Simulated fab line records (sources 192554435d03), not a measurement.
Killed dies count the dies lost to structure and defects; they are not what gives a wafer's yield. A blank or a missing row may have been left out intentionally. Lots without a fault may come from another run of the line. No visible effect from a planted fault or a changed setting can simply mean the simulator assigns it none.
fab line records ; flow n5-finfet
record lots=7; wafers=21; last-day=18
route steps=1938 shown BEOL_M6@1262 BEOL_M7@1263 BEOL_M15@1830 PASSIVATION@1936
lots that met no fault: taken from a fault-free run of the same line
start-h: hours from the record's first day to the start of the lot's first wafer shown ; wait-h: hours elapsed since this lot's preceding step ; " unchanged from the row above ; L1.1+2: a single row standing in for several wafers ; - no value, or no start was given ; * or withheld: withheld ; < > ~ a bound
route shown NAME@n: names a module that has steps shown in the file, with the first one's number in the route ; usual: mean and standard deviation over wafers with no fault ; same: alike in all rows ; chamber/n: place in a boat ; sites: per-site readings ; _std_site: the standard deviation of these ; _edge_site: mean of outer sites minus mean of inner sites ; radius-mm: for every site, how far away it sits from the centre of the wafer ; mask NAME#n: copy n ; behind: the last tool/chamber to shape the wafer ; hold: cause of the lot's hold/its duration in hours/its outcome ; device: transistor that didn't switch, given as n, p or np ; end of line: the tests these same wafers got at the end of their route ; a step without rows: its recipe alone ; killed: not the wafer's yield, but the dies lost to structure and defects at the first sort ; map: a wafer's dies, x killed, . not, _ none there
set.NAME: the setting the step ran with; set.NAME@STEP: the setting that earlier step ran with ; model.NAME: the simulator's own value behind a step, which no gauge read
a sample of lots followed through the steps of the route, with each step as a table and each wafer as a row
services: the hour from which a tool's chamber was out of use, counted from the record's first day as start-h (under 0 if before that day), plus the number of hours and why
## steps
# step N5_BEOL_M6_INSPECT_58
# recipe inspect-instrument=darkfield; mode=post-dep
# usual raw-defect-count=76/23
lot.wafer;tool;chamber;start-h;wait-h;raw-defect-count
L707.3;defect-inspect-01;-;203.84;0.0;44
L707.4;defect-inspect-01;-;203.84;0.0;58
L707.6;defect-inspect-01;-;203.84;0.0;51
L711.1;defect-inspect-01;-;223.44;0.0;78
L711.2;defect-inspect-01;-;223.44;0.0;53
L711.5;defect-inspect-01;-;223.44;0.0;60
L721.1;defect-inspect-01;-;290.85;0.0;135
L721.3;defect-inspect-01;-;290.85;0.0;63
L721.4;defect-inspect-01;-;290.85;0.0;83
L722.2;defect-inspect-01;-;301.71;0.0;102
L722.5;defect-inspect-01;-;301.71;0.0;63
L722.6;defect-inspect-01;-;301.71;0.0;88
L725.2;defect-inspect-01;-;316.28;0.0;75
L725.4;defect-inspect-01;-;316.28;0.0;95
L725.5;defect-inspect-01;-;316.28;0.0;112
L726.1;defect-inspect-01;-;316.65;0.0;108
L726.2;defect-inspect-01;-;316.65;0.0;77
L726.4;defect-inspect-01;-;316.65;0.0;80
L727.4;defect-inspect-01;-;332.68;0.0;50
L727.5;defect-inspect-01;-;332.68;0.0;73
L727.6;defect-inspect-01;-;332.68;0.0;39
# step N5_BEOL_M7_ILD_DEP_00
# recipe material=SiCOH_lowk; target-thk-a=1797.5; temp-c=300; precursor=DEMS/porogen; pressure-torr=5; rf-w=500; time-s=33.4
# usual heater-power-w=278/44; showerhead-plenum-p-Torr=5.744/0.02; throttle-valve-pct=13.8/0.69
lot.wafer;tool;chamber;start-h;wait-h;heater-power-w;showerhead-plenum-p-Torr;since-wet-clean-h;throttle-valve-pct
L707.3;pecvd-04;0;203.87;0.0;297;5.739;908;13.9
L707.4;pecvd-04;1;203.87;0.0;290;5.787;-;14.0
L707.6;pecvd-04;2;203.87;0.0;247;5.741;-;12.4
L711.1;pecvd-03;0;223.48;0.0;305;5.778;1109;13.6
L711.2;pecvd-03;1;223.48;0.0;219;5.712;1834;14.5
L711.5;pecvd-03;2;223.48;0.0;248;5.730;-;13.5
L721.1;pecvd-04;1;290.88;0.0;302;5.768;1720;14.2
L721.3;pecvd-04;2;290.88;0.0;245;5.736;241;12.3
L721.4;pecvd-04;2;290.88;0.0;247;5.750;-;12.5
L722.2;pecvd-03;1;301.74;0.0;273;5.726;1912;14.6
L722.5;pecvd-03;1;301.74;0.0;278;5.713;-;14.7
L722.6;pecvd-03;2;301.74;0.0;217;5.732;-;13.6
L725.2;pecvd-01;2;316.32;0.0;351;5.742;58;13.1
L725.4;pecvd-01;2;316.32;0.0;371;5.747;-;13.2
L725.5;pecvd-01;0;316.32;0.0;344;5.726;-;13.9
L726.1;pecvd-01;0;316.69;0.0;341;5.741;839;14.0
L726.2;pecvd-01;2;316.69;0.0;362;5.755;58;13.2
L726.4;pecvd-01;2;316.69;0.0;370;5.742;-;13.1
L727.4;pecvd-01;0;332.74;0.1;326;5.736;-;13.9
L727.5;pecvd-01;1;332.74;0.1;259;5.757;-;14.7
L727.6;pecvd-01;2;332.74;0.1;384;5.755;-;12.8
# step N5_BEOL_M7_EXPOSE_08
# recipe mask-id=M7; na=1.35; source-shape=dipole; sigma-inner=0.817; sigma-outer=0.97; polarization=te; dose-mj=68.25
# usual exposure-dose-mJ-cm2=68.20/0.066
lot.wafer;tool;chamber;start-h;wait-h;mask;exposure-dose-mJ-cm2
L707.3;arfi-scanner-03;0;204.94;-;M7#0;68.17
L707.4;arfi-scanner-03;0;204.94;-;M7#0;68.33
L707.6;arfi-scanner-03;0;204.94;-;M7#0;68.20
L711.1;arfi-scanner-03;0;224.69;-;M7#0;68.22
L711.2;arfi-scanner-03;0;224.69;-;M7#0;68.21
L711.5;arfi-scanner-03;0;224.69;-;M7#0;68.16
L721.1;arfi-scanner-03;0;292.34;-;M7#0;72.24
L721.3;arfi-scanner-03;0;292.34;-;M7#0;72.12
L721.4;arfi-scanner-03;0;292.34;-;M7#0;72.26
L722.2;arfi-scanner-02;0;303.56;-;M7#0;68.17
L722.5;arfi-scanner-02;0;303.56;-;M7#0;68.31
L722.6;arfi-scanner-02;0;303.56;-;M7#0;68.30
L726.1;arfi-scanner-01;0;318.98;-;M7#0;67.98
L726.2;arfi-scanner-01;0;318.98;-;M7#0;68.10
L726.4;arfi-scanner-01;0;318.98;-;M7#0;68.05
L725.2;arfi-scanner-03;0;319.16;-;M7#0;71.38
L725.4;arfi-scanner-03;0;319.16;-;M7#0;71.46
L725.5;arfi-scanner-03;0;319.16;-;M7#0;71.42
L727.4;arfi-scanner-02;0;335.01;-;M7#0;68.21
L727.5;arfi-scanner-02;0;335.01;-;M7#0;68.20
L727.6;arfi-scanner-02;0;335.01;-;M7#0;68.24
# step N5_BEOL_M7_CD_MEAS_11
# recipe target-cd-nm=38.5; landing-energy-ev=500; detector=se-inlens; polarity=opening
# usual cd-nm=38.6/0.56
lot.wafer;tool;chamber;start-h;wait-h;cd-nm
L707.3;cd-sem-03;0;205.06;-;38.1
L707.4;cd-sem-03;0;205.06;-;38.7
L707.6;cd-sem-03;0;205.06;-;37.7
L711.1;cd-sem-01;0;224.82;-;39.0
L711.2;cd-sem-01;0;224.82;-;39.0
L711.5;cd-sem-01;0;224.82;-;39.0
L721.1;cd-sem-02;0;292.47;-;42.0
L721.3;cd-sem-02;0;292.47;-;42.8
L721.4;cd-sem-02;0;292.47;-;42.9
L722.2;cd-sem-03;0;303.68;-;38.4
L722.5;cd-sem-03;0;303.68;-;38.2
L722.6;cd-sem-03;0;303.68;-;38.3
L726.1;cd-sem-02;0;319.11;-;38.8
L726.2;cd-sem-02;0;319.11;-;37.9
L726.4;cd-sem-02;0;319.11;-;37.6
L725.2;cd-sem-01;0;319.28;-;40.4
L725.4;cd-sem-01;0;319.28;-;40.8
L725.5;cd-sem-01;0;319.28;-;40.9
L727.4;cd-sem-01;0;335.12;-;39.0
L727.5;cd-sem-01;0;335.12;-;38.3
L727.6;cd-sem-01;0;335.12;-;38.4
# step N5_BEOL_M7_ETCH_61
# recipe chemistry=CF4; target=SiARC; target-depth-a=455; mask-material=CAR-ArF; time-s=75.8; ion-energy-ev=80; pressure-mtorr=40; source-w=545; bias-w=36; Ar_flow_sccm=100; cf4-flow-sccm=100; ends=cleared
# usual chamber-pressure-mTorr=40.00/0.035; drypump-motor-current-A=5.7/0.37; etch-rf-on-time-s=75.7/1.5; oes-product-au=0.67/0.066; rf-vpp-V=184.2/1.2; showerhead-plenum-p-Torr=2.15/0.077; throttle-valve-pct=15.55/0.25
lot.wafer;tool;chamber;start-h;wait-h;chamber-pressure-mTorr;drypump-motor-current-A;etch-rf-on-time-s;oes-product-au;rf-hours-counter-h;rf-vpp-V;showerhead-plenum-p-Torr;throttle-valve-pct
L707.3;rie-diel-03;2;205.18;0.0;40.02;5.2;76.2;0.63;172;184.4;2.05;15.28
L707.4;rie-diel-03;3;205.18;0.0;39.98;5.9;75.0;0.59;246;184.4;2.20;16.04
L707.6;rie-diel-03;1;205.18;0.0;40.01;6.0;77.8;0.68;-;185.0;2.25;15.21
L711.1;rie-diel-01;2;224.94;0.0;40.01;6.1;73.5;0.60;231;182.6;2.03;15.81
L711.2;rie-diel-01;3;224.94;0.0;39.98;6.2;76.1;0.75;60;183.5;2.10;15.41
L711.5;rie-diel-01;2;224.94;0.0;40.00;6.1;73.0;0.60;-;181.0;2.03;15.80
L721.1;rie-diel-03;3;292.71;0.0;39.96;5.8;73.6;0.80;13;185.7;2.19;15.57
L721.3;rie-diel-03;2;292.71;0.0;39.99;5.2;76.2;0.61;197;182.2;2.04;15.34
L721.4;rie-diel-03;0;292.71;0.0;40.09;5.2;75.3;0.68;94;186.2;2.26;15.29
L722.2;rie-diel-06;3;303.83;0.0;40.00;5.3;75.3;0.69;103;184.7;2.25;15.73
L722.5;rie-diel-06;0;303.83;0.0;39.97;5.8;75.2;0.73;-;183.6;2.08;15.64
L722.6;rie-diel-06;3;303.83;0.0;40.00;5.3;75.4;0.68;-;185.0;2.25;15.72
L726.1;rie-diel-06;1;319.24;0.0;40.00;5.9;75.6;0.70;84;183.9;2.16;15.16
L726.2;rie-diel-06;0;319.24;0.0;39.98;5.7;77.3;0.71;81;182.3;2.07;15.66
L726.4;rie-diel-06;0;319.24;0.0;40.05;5.8;76.5;0.72;-;183.3;2.07;15.65
L725.2;rie-diel-01;2;319.40;0.0;39.99;6.1;70.8;0.87;2;184.8;2.28;15.35
L725.4;rie-diel-01;0;319.40;0.0;39.98;5.2;77.6;0.59;220;183.9;2.19;15.75
L725.5;rie-diel-01;2;319.40;0.0;40.02;6.1;70.5;0.88;-;186.5;2.28;15.38
L727.4;rie-diel-01;0;335.49;0.0;39.98;5.2;76.6;0.58;225;184.6;2.19;15.76
L727.5;rie-diel-01;3;335.49;0.0;39.97;6.2;77.1;0.71;-;183.1;2.08;15.47
L727.6;rie-diel-01;2;335.49;0.0;39.96;6.1;72.0;0.84;-;185.9;2.28;15.37
# step N5_BEOL_M7_CD_MEAS_18
# recipe pitch-nm=80; target-cd-nm=40
# usual cd-nm=40.1/0.65
lot.wafer;tool;chamber;start-h;wait-h;cd-nm
L707.3;cd-sem-03;-;205.61;0.1;39.9
L707.4;cd-sem-03;-;205.61;0.1;40.5
L707.6;cd-sem-03;-;205.61;0.1;39.2
L711.1;cd-sem-03;-;225.45;0.0;39.9
L711.2;cd-sem-03;-;225.45;0.0;40.4
L711.5;cd-sem-03;-;225.45;0.0;40.6
L721.1;cd-sem-01;-;293.16;0.1;43.7
L721.3;cd-sem-01;-;293.16;0.1;44.6
L721.4;cd-sem-01;-;293.16;0.1;44.7
L722.2;cd-sem-03;-;304.26;0.1;39.0
L722.5;cd-sem-03;-;304.26;0.1;39.6
L722.6;cd-sem-03;-;304.26;0.1;39.3
L726.1;cd-sem-02;-;319.66;0.0;41.0
L726.2;cd-sem-02;-;319.66;0.0;39.3
L726.4;cd-sem-02;-;319.66;0.0;38.8
L725.2;cd-sem-02;-;319.83;0.1;42.0
L725.4;cd-sem-02;-;319.83;0.1;42.4
L725.5;cd-sem-02;-;319.83;0.1;42.1
L727.4;cd-sem-03;-;335.97;0.1;40.5
L727.5;cd-sem-03;-;335.97;0.1;39.5
L727.6;cd-sem-03;-;335.97;0.1;39.8
# step N5_BEOL_M15_RC_MEAS_101
# usual COMB_M10=1.45e-11/2.9e-12; COMB_M10_max_site=2e-11/4.8e-12; COMB_M11=1.42e-11/2.7e-12; COMB_M12=6.3e-12/1.3e-12; COMB_M13=4.7e-12/9.7e-13; COMB_M14=3.6e-12/8.5e-13; COMB_M15=2.5e-12/6.5e-13; COMB_M5=3.6e-11/7.1e-12; COMB_M6=2.6e-11/5.5e-12; COMB_M7=2.4e-11/5.4e-12; COMB_M7_max_site=3.5e-11/8.3e-12; COMB_M8=2.6e-11/4.7e-12; COMB_M9=1.5e-11/3e-12; SERP_M10=3.10/0.07; SERP_M11=3.06/0.083; SERP_M12=0.635/0.016; SERP_M13=0.309/0.0072; SERP_M14=0.164/0.0046; SERP_M5=39.9/1.6; SERP_M6=14.3/0.57; SERP_M6_max_site=14.9/0.61; SERP_M7=13.8/0.56; SERP_M7_max_site=14.4/0.66; SERP_M8=13.9/0.46; SERP_M9=3.07/0.08
lot.wafer;tool;chamber;start-h;wait-h;COMB_M10[S/m];COMB_M10_max_site[S/m];COMB_M11[S/m];COMB_M12[S/m];COMB_M13[S/m];COMB_M14[S/m];COMB_M15[S/m];COMB_M5[S/m];COMB_M6[S/m];COMB_M7[S/m];COMB_M7_max_site[S/m];COMB_M8[S/m];COMB_M9[S/m];SERP_M10[ohm/um];SERP_M11[ohm/um];SERP_M12[ohm/um];SERP_M13[ohm/um];SERP_M14[ohm/um];SERP_M5[ohm/um];SERP_M6[ohm/um];SERP_M6_max_site[ohm/um];SERP_M7[ohm/um];SERP_M7_max_site[ohm/um];SERP_M8[ohm/um];SERP_M9[ohm/um]
L707.3;prober-01;0;268.74;0.3;9.1e-12;1.6e-11;1.57e-11;7.1e-12;4.8e-12;3.1e-12;1.9e-12;4e-11;3.3e-11;2.3e-11;4e-11;2e-11;1.41e-11;3.07;3.17;0.638;0.326;0.169;38.6;14.2;15.0;14.0;14.3;14.0;3.10
L707.4;prober-01;0;268.74;0.3;1.55e-11;1.9e-11;1.02e-11;6.6e-12;3.3e-12;3.6e-12;1.7e-12;2.6e-11;3.1e-11;2.4e-11;3.2e-11;2.6e-11;1.6e-11;3.10;3.21;0.634;0.303;0.160;39.4;14.9;16.0;13.5;14.6;13.5;3.09
L707.6;prober-01;0;268.74;0.3;1.52e-11;2.4e-11;1.2e-11;5.6e-12;6e-12;4e-12;1.7e-12;3.5e-11;2.4e-11;2.3e-11;3e-11;2.5e-11;2.01e-11;3.09;3.13;0.636;0.311;0.162;41.5;13.9;14.5;14.3;14.6;14.3;3.13
L711.1;prober-01;0;290.71;0.0;1.8e-11;2.2e-11;9.2e-12;5.4e-12;5.3e-12;2.7e-12;1.9e-12;3.1e-11;2.4e-11;2.2e-11;3e-11;2.5e-11;1.55e-11;3.14;2.99;0.608;0.315;0.163;39.4;14.4;15.0;13.1;13.3;14.2;3.17
L711.2;prober-01;0;290.71;0.0;1.24e-11;2.6e-11;1.66e-11;4.9e-12;3.2e-12;3.6e-12;2.2e-12;4.4e-11;2e-11;1.9e-11;2.8e-11;2.9e-11;2.16e-11;3.12;3.09;0.646;0.301;0.166;40.8;13.9;14.6;13.4;14.2;13.6;3.09
L711.5;prober-01;0;290.71;0.0;1.28e-11;1.8e-11;1.57e-11;5.8e-12;3.2e-12;3.3e-12;2.2e-12;4.7e-11;3e-11;1.7e-11;3e-11;1.9e-11;1.96e-11;3.17;3.08;0.613;0.313;0.164;39.0;14.1;14.8;13.5;14.1;13.3;3.18
L721.1;prober-02;0;360.07;0.0;1.72e-11;2.2e-11;1.27e-11;7e-12;4.2e-12;4.3e-12;2.9e-12;4.1e-11;2.3e-11;2.6e-11;4e-11;2.6e-11;1.58e-11;3.16;3.02;0.633;0.306;0.161;38.8;13.7;14.3;11.9;12.3;14.1;3.08
L721.3;prober-02;0;360.07;0.0;1.39e-11;1.7e-11;1.33e-11;7.4e-12;4.1e-12;2.7e-12;3.5e-12;4.1e-11;2.7e-11;2.6e-11;4e-11;2.4e-11;1.86e-11;2.98;2.99;0.649;0.303;0.163;42.0;14.3;14.6;11.7;12.0;13.7;3.03
L721.4;prober-02;0;360.07;0.0;1.69e-11;2.1e-11;1.94e-11;7.8e-12;6.2e-12;3.6e-12;3.5e-12;3.7e-11;2.3e-11;2.4e-11;3.7e-11;2.4e-11;1.87e-11;3.04;2.98;0.659;0.314;0.158;39.4;15.0;15.2;11.5;11.7;13.3;3.08
L722.2;prober-02;0;374.20;0.2;1.2e-11;2.2e-11;1.66e-11;5.7e-12;6.4e-12;4.2e-12;2.8e-12;3.9e-11;2.3e-11;3.7e-11;4.8e-11;3.6e-11;1.43e-11;3.10;3.27;0.663;0.302;0.166;41.2;14.6;15.4;14.7;16.1;14.4;2.81
L722.5;prober-02;0;374.20;0.2;1.34e-11;2.1e-11;1.54e-11;6.5e-12;5.9e-12;3.9e-12;3.3e-12;4e-11;2.2e-11;2.2e-11;3.3e-11;2.8e-11;2e-11;3.00;3.01;0.664;0.309;0.161;42.2;15.2;15.9;13.7;14.2;14.3;2.84
L722.6;prober-02;0;374.20;0.2;1.22e-11;1.6e-11;1.68e-11;6.8e-12;5.2e-12;2.7e-12;2.8e-12;4.4e-11;3.1e-11;2.6e-11;3.5e-11;2.6e-11;1.97e-11;3.16;3.05;0.656;0.311;0.168;40.0;14.4;14.8;14.9;15.6;14.4;3.04
L726.1;prober-02;0;381.53;0.0;1.43e-11;2e-11;1.28e-11;6.7e-12;5.1e-12;4.8e-12;2.8e-12;4.1e-11;2.2e-11;2.5e-11;3.7e-11;2.5e-11;1.29e-11;3.08;3.03;0.659;0.327;0.159;42.8;14.8;15.1;13.0;13.6;14.3;3.03
L726.2;prober-02;0;381.53;0.0;1.07e-11;1.6e-11;1.46e-11;6.2e-12;6.6e-12;3.4e-12;2.5e-12;2.7e-11;2.3e-11;3.1e-11;5.2e-11;2.6e-11;1.95e-11;2.99;2.94;0.622;0.302;0.161;40.5;15.5;16.0;14.3;15.1;13.8;3.03
L726.4;prober-02;0;381.53;0.0;1.19e-11;1.6e-11;1.31e-11;4.6e-12;5.9e-12;4.6e-12;2.6e-12;2.3e-11;3.2e-11;2.7e-11;4.2e-11;2.9e-11;1.95e-11;2.95;3.08;0.631;0.319;0.162;41.2;14.2;14.7;14.4;15.4;14.0;3.02
L725.2;prober-02;0;382.88;0.2;1.93e-11;2.6e-11;1.15e-11;7.7e-12;5.1e-12;3.2e-12;3e-12;3.1e-11;4.6e-11;2.3e-11;3.9e-11;2.3e-11;1.67e-11;3.02;3.03;0.644;0.306;0.164;39.5;14.2;14.6;12.6;13.0;14.4;3.02
L725.4;prober-02;0;382.88;0.2;1.36e-11;2e-11;1.32e-11;6.3e-12;7.2e-12;3.9e-12;1.9e-12;2.9e-11;3.4e-11;2.1e-11;3.3e-11;2.4e-11;1.59e-11;3.13;3.15;0.658;0.299;0.162;40.8;13.0;13.6;11.9;12.2;13.6;3.06
L725.5;prober-02;0;382.88;0.2;1.75e-11;3.2e-11;1.18e-11;6.2e-12;4.9e-12;3.8e-12;3.6e-12;3.5e-11;3.7e-11;1.7e-11;2.6e-11;3e-11;1.58e-11;3.17;3.15;0.643;0.311;0.168;40.0;13.7;13.9;13.0;13.8;14.4;3.11
L727.4;prober-01;0;408.41;0.5;1.32e-11;2.3e-11;1.39e-11;4.7e-12;6.3e-12;3.1e-12;1.1e-12;3.5e-11;2.2e-11;2.1e-11;3.5e-11;2.5e-11;1.19e-11;3.05;3.05;0.624;0.313;0.157;36.1;14.0;14.8;13.2;13.4;14.0;3.11
L727.5;prober-01;0;408.41;0.5;1.2e-11;1.4e-11;1.52e-11;4.9e-12;4.3e-12;3.3e-12;2e-12;2.4e-11;3.2e-11;2.8e-11;4.2e-11;2.4e-11;1.57e-11;3.04;3.05;0.639;0.310;0.172;37.4;13.9;14.9;14.1;14.4;14.0;2.99
L727.6;prober-01;0;408.41;0.5;9.2e-12;1.2e-11;1.29e-11;7.6e-12;3.8e-12;3.2e-12;1.8e-12;4.5e-11;2.5e-11;2e-11;3e-11;2.7e-11;1.57e-11;3.05;2.99;0.613;0.302;0.165;35.1;14.8;15.2;13.7;14.8;12.7;3.05
# sites SERP_M7 radius-mm=0,75,75,75,75,140,140,140,140
L707.3 14.3 13.6 13.7 14.2 14.1 14.0 13.7 14.1 13.8
L711.1 13.3 13.2 13.1 13.3 13.0 12.3 13.3 12.7 12.9
L721.1 11.3 11.9 12.0 12.0 11.7 11.8 12.2 12.3 11.8
L722.2 13.6 14.0 14.7 14.3 14.5 15.4 16.1 15.9 15.0
L726.1 13.6 13.6 12.7 13.0 13.4 13.2 12.8 12.8 13.0
L725.2 13.0 12.6 12.7 12.4 12.9 12.7 12.1 12.0 11.9
L727.4 13.2 13.3 13.1 12.9 13.4 13.4 13.1 12.5 13.4
# step N5_PASSIVATION_PROBE_49
# usual defect-limited-yield=91.7/1.5; killed_at_M0_to_M3=32/9.6; killed_at_M4_up=13/5.3; killed-at-contacts=12/6.8; killed-at-front-end=36/9.8; killed-at-other=4/3.1; killed-dies=98/17; killed-on-rim=13/4; killed-open=65/13; killed-short=32/8.5; sort_bin_5_function=4.9/0.93; sort_bin_6_memory=3.2/0.67; sort-n-pass=1082/17; sort-yield-pct=91.7/1.4
# same gross-dies=1180; killed-at-back-side=0; sort_bin_4_leakage[%]=0; sort_bin_8_speed[%]=0
lot.wafer;tool;chamber;start-h;wait-h;defect-limited-yield[%];killed_at_M0_to_M3;killed_at_M4_up;killed-at-contacts;killed-at-front-end;killed-at-other;killed-dies;killed-on-rim;killed-open;killed-short;sort_bin_5_function[%];sort_bin_6_memory[%];sort-n-pass;sort-yield-pct[%]
L721.1;prober-01;-;374.44;0.0;93.8;22;10;3;34;4;73;5;49;20;3.8;2.2;1107;93.8
L721.3;prober-01;-;374.54;0.1;92.8;30;21;5;28;1;85;11;55;27;4.7;2.2;1095;92.8
L721.4;prober-01;-;374.59;0.2;93.2;18;12;15;33;2;80;12;49;26;3.7;2.6;1100;93.2
L725.4;prober-01;-;398.56;0.2;91.4;26;14;21;36;5;102;12;64;37;5.0;3.2;1078;91.4
# killed by level:class
L721.1 FIN_SAQP:geometric-particle:open=6 BEOL_M3:geometric-particle:open=6 STI_FIN_REVEAL:geometric-particle:open=6 GATE_CUT:geometric-particle:short=5 BEOL_M1:geometric-particle:open=5 BEOL_M4:geometric-particle:open=5 BEOL_M3:geometric-particle:short=4 STARTING-WAFER:geometric-particle:open=4
L721.3 STI_FIN_REVEAL:geometric-particle:open=10 BEOL_M4:geometric-particle:open=9 BEOL_M0:geometric-particle:short=8 BEOL_M1:geometric-particle:open=6 BEOL_M5:geometric-particle:open=6 MOL_CONTACT_COAG:geometric-particle:open=5 FIN_SAQP:geometric-particle:short=5 BEOL_M0_SAQP:geometric-particle:open=4
L721.4 FIN_SAQP:geometric-particle:short=11 MOL_CONTACT_COAG:geometric-particle:open=11 STI_FIN_REVEAL:geometric-particle:open=7 BEOL_M1:geometric-particle:open=7 ILD0:geometric-particle:open=4 MOL_CONTACT_COAG:geometric-particle:short=4 BEOL_M0_SAQP:geometric-particle:short=3 BEOL_M3:geometric-particle:open=3
L725.4 MOL_CONTACT_COAG:geometric-particle:open=15 BEOL_M4:geometric-particle:open=8 STI_FIN_REVEAL:geometric-particle:open=7 MOL_CONTACT_COAG:geometric-particle:short=6 BEOL_M3:geometric-particle:open=6 FIN_SAQP:geometric-particle:short=5 GATE_CUT:geometric-particle:short=5 GATE_CUT:geometric-particle:open=5
## services
tool;chamber;start-h;hours;kind
arfi-scanner-03;-;190.15;1.3;pm
rie-diel-06;0;191.26;3.2;repair
rie-diel-03;0;195.40;6.6;repair
rie-diel-06;1;206.40;12.2;repair
pecvd-01;2;209.43;19.8;repair
arfi-scanner-03;-;212.76;2.1;repair
rie-diel-06;-;215.37;0.3;repair
arfi-scanner-03;-;217.20;1.0;pm
rie-diel-03;3;218.34;1.6;repair
rie-diel-03;-;218.39;7.2;repair
arfi-scanner-02;-;218.71;1.3;pm
pecvd-01;-;229.78;28.1;pm
arfi-scanner-03;-;232.81;14.9;repair
rie-diel-06;3;248.87;4.0;repair
arfi-scanner-03;-;252.73;0.8;repair
arfi-scanner-02;-;257.86;16.0;pm
pecvd-01;0;265.44;4.3;repair
rie-diel-01;1;271.31;18.5;repair
rie-diel-01;2;282.41;8.8;repair
arfi-scanner-02;-;282.45;1.7;repair
arfi-scanner-02;-;300.34;1.0;pm
arfi-scanner-03;-;309.21;8.3;repair
pecvd-04;-;314.96;6.0;pm
arfi-scanner-02;-;315.87;0.8;pm
## key
first-sign step=N5_BEOL_M7_EXPOSE_08; reading=exposure-dose-mJ-cm2; direction=up; sigmas=54; usual=68.20; struck=71.81
effect step=N5_BEOL_M7_CD_MEAS_11; reading=cd-nm; direction=up; sigmas=5.4; usual=38.6; struck=41.6; through=control-loop
effect step=N5_BEOL_M7_CD_MEAS_18; reading=cd-nm; direction=up; sigmas=4.8; usual=40.1; struck=43.2; through=control-loop
effect step=N5_BEOL_M15_RC_MEAS_101; reading=SERP_M7; direction=down; sigmas=3.1; usual=13.8; struck=12.1
met-at N5_BEOL_M7_EXPOSE_08
struck-lots L721,L725
loop-trim step=N5_BEOL_M7_EXPOSE_08; setting=dose; lots=L725
not-acting-at N5_BEOL_M6_INSPECT_58,N5_BEOL_M7_ILD_DEP_00,N5_BEOL_M7_ETCH_61
onset-between 224.69 292.34
fault kind=process-parameter-drift; tool=arfi-scanner-03; chamber=-; onset-h=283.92; steps=N5_BEOL_M7_EXPOSE_08; channel=dose-mj; offset=4.0291; shape=step; acts-in=these-recipes-only; stated=68.25
# loop-trim: a control loop set the setting to another value than it would have without faults
